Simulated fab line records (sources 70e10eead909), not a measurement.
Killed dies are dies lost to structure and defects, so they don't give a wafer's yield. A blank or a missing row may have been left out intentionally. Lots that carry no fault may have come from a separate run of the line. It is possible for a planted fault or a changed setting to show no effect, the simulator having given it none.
A single fault, viewed from 2 desks ; flow nand harc ; every desk sees just its own numbers, and what lay behind them comes last

TOOL OWNER'S DESK, har etch-01
The tool's own readings at NHARC_A_CHANNEL_HOLE_D1_ETCH_20 (etches the open film in C4F8/O2/Ar, time 361.9 s, target depth 1600 nm): means of the sampled wafers that have a number, for each lot that ran on this tool. Any lot whose mean is over 4 standard deviations away from the usual mean is out of limits and marked OUT; that distance is given in the brackets.
Columns: A = drypump motor current A at NHARC_A_CHANNEL_HOLE_D1_ETCH_20, usual 5.4 A; B = showerhead plenum p Torr at NHARC_A_CHANNEL_HOLE_D1_ETCH_20, usual 3.68 Torr; C = throttle valve pct at NHARC_A_CHANNEL_HOLE_D1_ETCH_20, usual 32.155 %
lot;first seen here;A;B;C
L902;day 8 21:58;4.9;3.73;32.163
L903;day 9 09:49;4.9;3.73;32.158
L904;day 9 23:32;5.0;3.72;32.147
L905;day 10 08:15;5.0;3.72;32.156
L910;day 12 14:05;5.2;3.70;32.147
L911;day 12 23:47;5.2;3.70;32.154
L914;day 14 13:07;5.2;3.68;32.158
L920;day 16 06:24;5.2;3.67;32.155
L921;day 16 22:22;5.2;3.67;32.159
Result from this desk: across the 9 lots, nothing is out of limits.

THE DEFECT DESK
For each lot, the counts of the inspections along the route, averaged over the sampled wafers that have a number. Any lot whose mean is over 4 standard deviations away from the usual mean is out of limits and marked OUT; that distance is given in the brackets.
Columns: A = raw defect count at NHARC_A_CHANNEL_HOLE_D1_INSPECT_40, usual 75
lot;first seen here;A
L902;day 9 03:40;40
L901;day 9 05:17;114
L903;day 9 15:35;43
L904;day 10 05:04;35
L905;day 10 13:49;65
L910;day 12 19:53;63
L911;day 13 05:14;68
L915;day 14 18:25;103
L914;day 14 18:58;39
L917;day 15 11:25;102
L920;day 16 12:01;866 (+32) OUT
L921;day 17 03:58;878 (+32) OUT
This desk's verdict: out of limits on L920, L921, starting with L920 at day 16 12:01 (raw defect count at NHARC_A_CHANNEL_HOLE_D1_INSPECT_40). L902, L901, L903, L904, L905, L910, L911, L915, L914, L917 stayed within limits.

TAKEN TOGETHER
The defect desk could have raised an alarm at day 16 12:01, on L920, L921.
Nothing out of limits was seen by the tool owner's desk.
On record at the tool owner's desk: L920, L921, within its limits.
On har etch-01, each named lot ran NHARC_A_CHANNEL_HOLE_D1_ETCH_20.

WHAT THE SIMULATOR HAD PUT IN
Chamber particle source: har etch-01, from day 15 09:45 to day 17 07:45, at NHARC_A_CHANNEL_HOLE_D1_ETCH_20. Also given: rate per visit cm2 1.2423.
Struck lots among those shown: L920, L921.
Hours from the fault's start to each desk's first reading out of limits: the defect desk, 26.
